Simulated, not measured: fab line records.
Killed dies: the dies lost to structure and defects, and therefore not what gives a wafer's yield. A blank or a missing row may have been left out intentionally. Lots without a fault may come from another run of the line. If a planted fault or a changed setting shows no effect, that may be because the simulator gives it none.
Matching of chambers / flow n5-finfet / 4 sister chambers for N5_BEOL_M6_CMP_52 on cmp-04
The step polishes, stops on SiCOH lowk, t overpolish 6.9 s, target thk 80 nm. 4 wafers are shown with their chamber, then 10 later ones without.

## WAFERS PAIRED WITH THEIR CHAMBERS
wafer=L086.4; chamber=1; motor-current-A (A)=5.8
wafer=L086.6; chamber=2; motor-current-A (A)=6.3
wafer=L090.2; chamber=0; motor-current-A (A)=5.6
wafer=L090.5; chamber=3; motor-current-A (A)=5.8

## WAFERS MISSING THEIR CHAMBER
wafer=L090.6; motor-current-A (A)=5.7
wafer=L091.1; motor-current-A (A)=6.2
wafer=L091.4; motor-current-A (A)=6.0
wafer=L091.5; motor-current-A (A)=6.0
wafer=L096.1; motor-current-A (A)=5.4
wafer=L096.4; motor-current-A (A)=5.9
wafer=L096.5; motor-current-A (A)=5.6
wafer=L097.2; motor-current-A (A)=5.4
wafer=L097.4; motor-current-A (A)=5.5
wafer=L097.5; motor-current-A (A)=6.2

## THE CHAMBER EACH PASSED THROUGH
wafer=L090.6; from the rows above=can't be placed: 1 or 3 or 0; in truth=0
wafer=L091.1; from the rows above=2; in truth=2
wafer=L091.4; from the rows above=can't be placed: 1 or 3 or 2 or 0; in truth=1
wafer=L091.5; from the rows above=can't be placed: 1 or 3 or 2 or 0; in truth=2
wafer=L096.1; from the rows above=can't be placed: 0 or 1 or 3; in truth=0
wafer=L096.4; from the rows above=can't be placed: 1 or 3 or 0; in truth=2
wafer=L096.5; from the rows above=can't be placed: 0 or 1 or 3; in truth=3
wafer=L097.2; from the rows above=can't be placed: 0 or 1 or 3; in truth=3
wafer=L097.4; from the rows above=can't be placed: 0 or 1 or 3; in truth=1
wafer=L097.5; from the rows above=2; in truth=2
Correct placement for 2 of the 10. Unplaceable from these rows: 8, with the true chamber sitting among the candidates in 7. 0 placed wrongly.
How it was worked out, from the rows above alone: a wafer's distance from a chamber is the root of the sum, over the readings, of the square of ((its reading less the chamber's mean) divided by the reading's scatter). The wafer belongs to the nearest chamber; if the next one is less than 2 further off, it can't be placed. For every chamber, the mean is computed from those of its wafers that are shown. The scatter (one wafer shown for each chamber): square how far every hidden wafer sits from the nearest shown wafer, average those squares and take the square root.
